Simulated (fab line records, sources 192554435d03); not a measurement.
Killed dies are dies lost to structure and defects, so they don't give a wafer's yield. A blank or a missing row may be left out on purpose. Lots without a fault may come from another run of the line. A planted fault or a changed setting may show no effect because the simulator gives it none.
Which tool did it? | flow n5_finfet | 10 lots, 29 wafers sampled, at 5 steps of a route of 1938

WHAT THE GAUGES READ, wafer by wafer
N5_ILD0_THK_MEAS_08. Usual: thk_nm 138.5 nm, standard deviation 1.2.
lot  | measured    | on            | thk_nm (nm)       | flag
L230 | day 3 13:27 | film_metro-01 | 140.0 140.3       |
L232 | day 4 02:19 | film_metro-02 | 137.1 137.4 136.3 |
L234 | day 4 13:24 | film_metro-01 | 140.1 140.2 140.1 |
L235 | day 4 19:57 | film_metro-01 | 138.5 137.6 138.5 |
L238 | day 5 14:30 | film_metro-01 | 140.5 140.6 139.5 |
L245 | day 7 10:23 | film_metro-02 | 139.0 138.6 138.2 |
L247 | day 7 20:44 | film_metro-02 | 138.7 137.2 139.4 |
L248 | day 8 05:42 | film_metro-01 | 137.4 136.3 138.2 |
L250 | day 8 17:10 | film_metro-02 | 138.0 139.5 138.5 |
L253 | day 9 11:13 | film_metro-02 | 137.6 138.8 138.7 |

N5_BEOL_M4_RC_MEAS_101. Usual: DIBL_N 36.2 mV/V, standard deviation 1.7; DIBL_P 36.6 mV/V, standard deviation 1.9; IOFF_N 0.16 nA/um, standard deviation 0.032; IOFF_P 0.21 nA/um, standard deviation 0.037; ION_N 675 uA/um, standard deviation 12; ION_P 460 uA/um, standard deviation 8.1; SS_N 71.4 mV/dec, standard deviation 0.58; SS_P 73.4 mV/dec, standard deviation 0.64; VT_N 249 mV, standard deviation 3.2; VT_P -252 mV, standard deviation 3.4.
lot  | measured     | on        | DIBL_N (mV/V)  | DIBL_P (mV/V)  | IOFF_N (nA/um) | IOFF_P (nA/um) | ION_N (uA/um) | ION_P (uA/um) | SS_N (mV/dec)  | SS_P (mV/dec)  | VT_N (mV)   | VT_P (mV)      | flag
L230 | day 7 22:44  | prober-02 | 39.2 36.3      | 38.4 35.2      | 0.20 0.15      | 0.22 0.18      | 673 674       | 452 459       | 72.1 70.1      | 73.8 73.3      | 246 248     | -252 -252      |
L232 | day 8 10:26  | prober-01 | 38.3 40.0 36.8 | 38.3 40.5 37.0 | 0.19 0.24 0.18 | 0.26 0.31 0.24 | 684 685 685   | 460 469 466   | 71.3 72.7 71.6 | 74.0 74.1 73.1 | 246 244 247 | -247 -242 -246 |
L234 | day 9 00:46  | prober-02 | 37.4 35.3 36.7 | 37.4 34.8 36.8 | 0.19 0.14 0.18 | 0.21 0.17 0.20 | 688 669 664   | 468 454 457   | 71.5 71.3 72.4 | 73.3 73.3 73.7 | 247 253 249 | -251 -255 -252 |
L235 | day 9 02:31  | prober-02 | 37.4 34.8 35.5 | 38.4 34.5 35.5 | 0.18 0.13 0.15 | 0.23 0.16 0.18 | 679 674 671   | 467 461 458   | 71.6 70.8 70.8 | 74.6 73.0 73.6 | 249 251 251 | -246 -251 -253 |
L238 | day 9 11:06  | prober-01 | 39.4 39.1 38.0 | 39.6 39.7 38.2 | 0.27 0.25 0.23 | 0.30 0.30 0.27 | 700 697 697   | 471 473 471   | 72.8 71.7 71.8 | 74.4 74.9 73.8 | 242 241 242 | -245 -244 -250 |
L245 | day 11 09:05 | prober-01 | 35.3 33.8 33.4 | 37.0 34.9 34.9 | 0.17 0.14 0.13 | 0.18 0.15 0.15 | 685 671 654   | 454 444 442   | 71.2 71.3 70.9 | 73.0 73.1 72.6 | 249 250 250 | -258 -260 -259 |
L247 | day 12 00:05 | prober-02 | 37.1 35.6 34.8 | 37.9 35.9 34.4 | 0.17 0.15 0.13 | 0.21 0.17 0.16 | 678 657 667   | 463 450 454   | 71.4 71.7 71.3 | 73.3 73.1 72.4 | 248 248 251 | -251 -254 -255 |
L248 | day 12 03:40 | prober-01 | 34.6 36.3 36.0 | 34.0 37.4 36.6 | 0.14 0.16 0.15 | 0.15 0.19 0.17 | 679 667 680   | 461 451 455   | 70.6 71.6 72.1 | 73.0 73.7 73.5 | 249 250 250 | -256 -254 -256 |
L250 | day 12 22:44 | prober-02 | 36.8 36.7 37.9 | 36.1 35.8 37.3 | 0.13 0.15 0.15 | 0.19 0.18 0.20 | 656 683 671   | 448 457 461   | 71.4 71.7 71.1 | 72.4 72.7 73.7 | 253 252 250 | -255 -256 -252 |
L253 | day 13 08:45 | prober-02 | 37.0 35.7 37.2 | 35.9 34.2 37.3 | 0.16 0.13 0.17 | 0.21 0.19 0.23 | 680 666 684   | 465 460 469   | 71.2 69.8 71.0 | 72.9 72.2 73.9 | 249 254 249 | -253 -250 -247 |

WHICH TOOL RAN EACH LOT (tool, then ch and the chambers of the sampled wafers, then the start)
lot  | N5_ILD0_LINER_00                 | N5_ILD0_CMP_12               | N5_SDB_COAT_04
L230 | ald_sin-02 ch 1, day 3 10:28     | cmp-01 ch 0,3, day 3 16:22   | litho_track-02 ch 0, day 3 16:49
L232 | ald_sin-02 ch 0,1,2, day 3 23:20 | cmp-01 ch 0,2,3, day 4 05:14 | litho_track-04 ch 0, day 4 05:40
L234 | ald_sin-01 ch 1,2,3, day 4 10:25 | cmp-01 ch 1,2,3, day 4 16:32 | litho_track-05 ch 0, day 4 17:05
L235 | ald_sin-01 ch 1,2,3, day 4 16:58 | cmp-02 ch 0,2,3, day 4 22:56 | litho_track-04 ch 0, day 4 23:19
L238 | ald_sin-02 ch 0,1, day 5 11:20   | cmp-01 ch 1,3, day 5 17:43   | litho_track-04 ch 0, day 5 18:10
L245 | ald_sin-02 ch 0,2,3, day 7 07:23 | cmp-01 ch 0,1,2, day 7 13:17 | litho_track-05 ch 0, day 7 13:44
L247 | ald_sin-02 ch 0,3, day 7 17:37   | cmp-01 ch 0,2,3, day 7 23:44 | litho_track-04 ch 0, day 8 00:07
L248 | ald_sin-03 ch 2,3, day 8 02:42   | cmp-02 ch 0,1,3, day 8 08:41 | litho_track-02 ch 0, day 8 09:04
L250 | ald_sin-01 ch 2,3, day 8 14:10   | cmp-01 ch 0,2, day 8 20:16   | litho_track-05 ch 0, day 8 20:43
L253 | ald_sin-03 ch 2,3, day 9 07:43   | cmp-01 ch 1,2, day 9 14:08   | litho_track-04 ch 0, day 9 14:35
- N5_ILD0_LINER_00: material SiNx, target thk 4 nm, pulse time 1 s, purge time 2 s.
- N5_ILD0_CMP_12: polishes SiNx, stops on poly-Si, t overpolish 6 s, target thk 17.67 nm.
- N5_SDB_COAT_04: time 60 s, resist thk 18 nm.

WHAT THE TOOLS THEMSELVES READ (means of the sampled wafers that have a number; where no wafer has one, the mark that the record gives instead)
N5_ILD0_LINER_00. Usual: heater_power_w 888 W, standard deviation 78; precursor_pulse_height_rel 1.002, standard deviation 0.019.
lot  | tool       | heater_power_w (W) | precursor_pulse_height_rel | flag
L230 | ald_sin-02 | 857                | 1.009                      |
L232 | ald_sin-02 | 900                | 0.991                      |
L234 | ald_sin-01 | 831                | 1.006                      |
L235 | ald_sin-01 | 843                | 1.012                      |
L238 | ald_sin-02 | 913                | 0.999                      |
L245 | ald_sin-02 | 895                | 1.003                      |
L247 | ald_sin-02 | 973                | 0.985                      |
L248 | ald_sin-03 | 944                | 1.006                      |
L250 | ald_sin-01 | 864                | 0.983                      |
L253 | ald_sin-03 | 938                | 1.008                      |

N5_ILD0_CMP_12. Usual: edge_zone_pressure_frac 1.000, standard deviation 0.004; motor_current_A 9.1 A, standard deviation 1; overpolish_run_s 6.000 s, standard deviation 0.009; time_to_endpoint_s 27.6 s, standard deviation 2.6.
lot  | tool   | edge_zone_pressure_frac | motor_current_A (A) | overpolish_run_s (s) | time_to_endpoint_s (s) | flag
L230 | cmp-01 | 0.996                   | 8.7                 | 5.995                | 27.2                   |
L232 | cmp-01 | 1.004                   | 8.8                 | 6.006                | 26.4                   |
L234 | cmp-01 | 1.003                   | 8.8                 | 5.998                | 30.1                   |
L235 | cmp-02 | 0.999                   | 9.9                 | 6.005                | 26.7                   |
L238 | cmp-01 | 1.000                   | 9.0                 | 6.002                | 26.8                   |
L245 | cmp-01 | 1.004                   | 8.6                 | 6.005                | 27.5                   |
L247 | cmp-01 | 1.001                   | 9.1                 | 5.999                | 26.8                   |
L248 | cmp-02 | 0.998                   | 10.2                | 5.993                | 28.1                   |
L250 | cmp-01 | 0.996                   | 8.5                 | 5.995                | 29.0                   |
L253 | cmp-01 | 1.000                   | 8.6                 | 6.002                | 24.9                   |

N5_SDB_COAT_04. Usual: heater_power_total_W 427.6 W, standard deviation 2.2; run_length_s 66.28 s, standard deviation 0.28.
lot  | tool           | heater_power_total_W (W) | run_length_s (s) | flag
L230 | litho_track-02 | 425.5                    | 65.97            |
L232 | litho_track-04 | 427.1                    | 66.55            |
L234 | litho_track-05 | 426.2                    | 66.70            |
L235 | litho_track-04 | 452.3                    | 60.83            | OFF
L238 | litho_track-04 | 453.7                    | 60.85            | OFF
L245 | litho_track-05 | 426.8                    | 66.63            |
L247 | litho_track-04 | 427.0                    | 66.30            |
L248 | litho_track-02 | 427.6                    | 65.91            |
L250 | litho_track-05 | 427.5                    | 66.52            |
L253 | litho_track-04 | 426.0                    | 66.36            |

THE ANSWER, worked out from the rows above alone
Rule: a lot is off if the mean of its wafers that have a number lies more than 3 standard deviations from the usual mean. A lot without any number at a reading at which 4 lots or more have one is off too. The other lots that the step has rows for count as sound. The gauges are gone through in route order, then the tools' own readings, and for those a lot's mean is taken as printed above. The first step at which some lot is off is used, and at that step the reading that is off furthest; a lot without a number counts as furthest.
Off: L235, L238, at N5_SDB_COAT_04 (run_length_s).
A tool fits if, at that step or a process step before it, it ran every lot that is off, and no sound lot after the first of them. None of those tried fits.

WHAT THE SIMULATOR HAD PUT IN
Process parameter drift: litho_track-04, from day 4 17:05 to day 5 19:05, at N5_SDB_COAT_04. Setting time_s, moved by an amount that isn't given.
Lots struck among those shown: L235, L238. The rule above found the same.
